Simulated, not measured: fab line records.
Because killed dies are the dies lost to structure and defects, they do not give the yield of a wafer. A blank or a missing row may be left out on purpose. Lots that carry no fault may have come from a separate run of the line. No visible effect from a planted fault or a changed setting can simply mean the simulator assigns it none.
Lot-split experiment / flow n5-finfet / 21 wafers read across 7 lots, on a route 1938 steps long

## SPLIT DETAILS
At N5_BEOL_M0_SAQP_SPACER1_ALD_98 (deposits SiO2, target thk 12.8 nm, pulse time 1 s, purge time 2 s), the setting ald-cycles was moved away from the recipe's 138 on 9 of the 21 wafers read, by -14.5% to +13.0%. For the rest of the wafers, this setting stayed at what the recipe calls for.

## FROM THE SPLIT TO THE READING: what the file shows between them, 2 steps
- N5_BEOL_M0_SAQP_SPACER1_ETCHBACK_99: etches SiO2 in CHF3/O2, target depth 15.4 nm, time 7.7 s
- N5_BEOL_M0_SAQP_MANDREL1_REMOVE_100: chemistry HBr/Cl2/O2, target a-Si, stops on SiNx, bt time 10 s

## THE READING
cd-nm (nm) at N5_BEOL_M0_SAQP_CD_MEAS_25, where the cd target is 13.1 nm. On this fab line, fault-free wafers typically give 12.82 nm with a standard deviation of 0.23 nm.

wafer=L074.2; tool, chamber at the split=ald-sin-02, 0,0,3; ald-cycles as run=138; against the recipe=recipe; cd-nm, nm=12.58; against lot-mates on the recipe=-
wafer=L074.5; tool, chamber at the split=ald-sin-02, 0,0,3; ald-cycles as run=138; against the recipe=recipe; cd-nm, nm=13.00; against lot-mates on the recipe=-
wafer=L074.6; tool, chamber at the split=ald-sin-02, 0,0,3; ald-cycles as run=138; against the recipe=recipe; cd-nm, nm=13.17; against lot-mates on the recipe=-
wafer=L077.1; tool, chamber at the split=ald-sin-02, 3,2,1; ald-cycles as run=147; against the recipe=+6.5%; cd-nm, nm=13.48; against lot-mates on the recipe=no lot-mate on the recipe
wafer=L077.3; tool, chamber at the split=ald-sin-02, 3,2,1; ald-cycles as run=147; against the recipe=+6.5%; cd-nm, nm=13.50; against lot-mates on the recipe=no lot-mate on the recipe
wafer=L077.4; tool, chamber at the split=ald-sin-02, 3,2,1; ald-cycles as run=147; against the recipe=+6.5%; cd-nm, nm=13.78; against lot-mates on the recipe=no lot-mate on the recipe
wafer=L079.3; tool, chamber at the split=ald-sin-02, 1,0; ald-cycles as run=129; against the recipe=-6.5%; cd-nm, nm=12.01; against lot-mates on the recipe=-0.86
wafer=L079.5; tool, chamber at the split=ald-sin-02, 1; ald-cycles as run=138; against the recipe=recipe; cd-nm, nm=12.87; against lot-mates on the recipe=-
wafer=L079.6; tool, chamber at the split=ald-sin-02, 1,0; ald-cycles as run=129; against the recipe=-6.5%; cd-nm, nm=12.33; against lot-mates on the recipe=-0.54
wafer=L080.2; tool, chamber at the split=ald-sin-01, 1; ald-cycles as run=156; against the recipe=+13.0%; cd-nm, nm=14.32; against lot-mates on the recipe=+1.41
wafer=L080.3; tool, chamber at the split=ald-sin-01, 0; ald-cycles as run=138; against the recipe=recipe; cd-nm, nm=12.91; against lot-mates on the recipe=-
wafer=L080.5; tool, chamber at the split=ald-sin-01, 2; ald-cycles as run=156; against the recipe=+13.0%; cd-nm, nm=14.79; against lot-mates on the recipe=+1.88
wafer=L090.4; tool, chamber at the split=ald-sin-04, 1,3,0; ald-cycles as run=138; against the recipe=recipe; cd-nm, nm=12.90; against lot-mates on the recipe=-
wafer=L090.5; tool, chamber at the split=ald-sin-04, 1,3,0; ald-cycles as run=138; against the recipe=recipe; cd-nm, nm=12.67; against lot-mates on the recipe=-
wafer=L090.6; tool, chamber at the split=ald-sin-04, 1,3,0; ald-cycles as run=138; against the recipe=recipe; cd-nm, nm=12.99; against lot-mates on the recipe=-
wafer=L093.3; tool, chamber at the split=ald-sin-04, 0; ald-cycles as run=138; against the recipe=recipe; cd-nm, nm=12.71; against lot-mates on the recipe=-
wafer=L093.5; tool, chamber at the split=ald-sin-04, 3; ald-cycles as run=118; against the recipe=-14.5%; cd-nm, nm=11.18; against lot-mates on the recipe=-1.53
wafer=L093.6; tool, chamber at the split=ald-sin-04, 2; ald-cycles as run=118; against the recipe=-14.5%; cd-nm, nm=10.66; against lot-mates on the recipe=-2.05
wafer=L097.1; tool, chamber at the split=ald-sin-04, 0,1,2; ald-cycles as run=138; against the recipe=recipe; cd-nm, nm=12.57; against lot-mates on the recipe=-
wafer=L097.3; tool, chamber at the split=ald-sin-04, 0,1,2; ald-cycles as run=138; against the recipe=recipe; cd-nm, nm=12.35; against lot-mates on the recipe=-
wafer=L097.4; tool, chamber at the split=ald-sin-04, 0,1,2; ald-cycles as run=138; against the recipe=recipe; cd-nm, nm=12.71; against lot-mates on the recipe=-
Where a row lists several chambers, the file gives one row for several wafers and doesn't say which wafer went through which chamber.

FIT RESULTS
A straight line over all 21 wafers: cd-nm changes by +0.127 nm for each +1% of ald-cycles; r = +0.97; the points scatter about the line by 0.23 nm.
The same after taking each lot's own level away (the mean of its wafers on the recipe; 18 wafers): +0.123 nm for each +1%; r = +0.98; scatter 0.2 nm.
Per that fit: largest ald-cycles move, reading shift of 1.8 nm.
From 12.543 to 12.917 nm: that is the span of the lots' own levels, equal to 1.6 times the standard deviation above.
Hence the lot-to-lot level has little effect on the slope; both slopes agree.
Check: for one of the wafers moved furthest among these (-14.5%), held out of the fit, the line's prediction against its lot-mates is -1.86 nm. It came out at -1.53 nm against them.

## OTHER SPLITS APPLIED TO THESE WAFERS
Other splits were also applied to these wafers ahead of the reading. Each is held against what the fit with the lots' levels taken away leaves over:
other split on the same wafers=N5_SD_ACTIVATION_LSA_01 temp-c; wafers away from the commonest value=6; r with cd-nm (lot level and that fit taken away)=-0.46
other split on the same wafers=N5_HKMG_FIN_EXPOSE_09 dose-mj; wafers away from the commonest value=9; r with cd-nm (lot level and that fit taken away)=+0.31
other split on the same wafers=N5_HKMG_FIN_PEB_10 peb-time-s; wafers away from the commonest value=8; r with cd-nm (lot level and that fit taken away)=+0.13
other split on the same wafers=N5_GATE_CUT_COAT_34 spin-rpm; wafers away from the commonest value=7; r with cd-nm (lot level and that fit taken away)=+0.07
other split on the same wafers=N5_MOL_CONTACT_COAG_CONTACT_ETCH_14 source-w; wafers away from the commonest value=10; r with cd-nm (lot level and that fit taken away)=-0.11
other split on the same wafers=N5_MOL_CONTACT_COAG_EXPOSE_81 dose-mj; wafers away from the commonest value=9; r with cd-nm (lot level and that fit taken away)=-0.33

## THE WHOLE CHAIN: every reading that the file lists as answering this split, in the file's order
step=N5_BEOL_M0_SAQP_SPACER1_ALD_98; what it does=deposits SiO2, target thk 12.8 nm, pulse time 1 s, purge time 2 s; reading=SiO2_of_BEOL_M0_SAQP_SPACER1_ALD_98.thk-nm (the simulator's own value, which no gauge read); change (the file's fit)=+0.13 nm for each +1% of the setting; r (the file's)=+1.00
step=N5_BEOL_M0_SAQP_MANDREL1_REMOVE_100; what it does=chemistry HBr/Cl2/O2, target a-Si, stops on SiNx, bt time 10 s; reading=BEOL_M0_SAQP.cd-nm (the simulator's own value, which no gauge read); change (the file's fit)=+0.136 nm for each +1% of the setting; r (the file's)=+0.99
step=N5_BEOL_M0_SAQP_CD_MEAS_25; what it does=target cd 13.1 nm; reading=cd-nm; change (the file's fit)=+0.123 nm for each +1% of the setting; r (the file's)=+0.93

## FILE'S OWN FIT
cd-nm changes by +0.123 nm for each +1% of ald-cycles, r = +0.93.
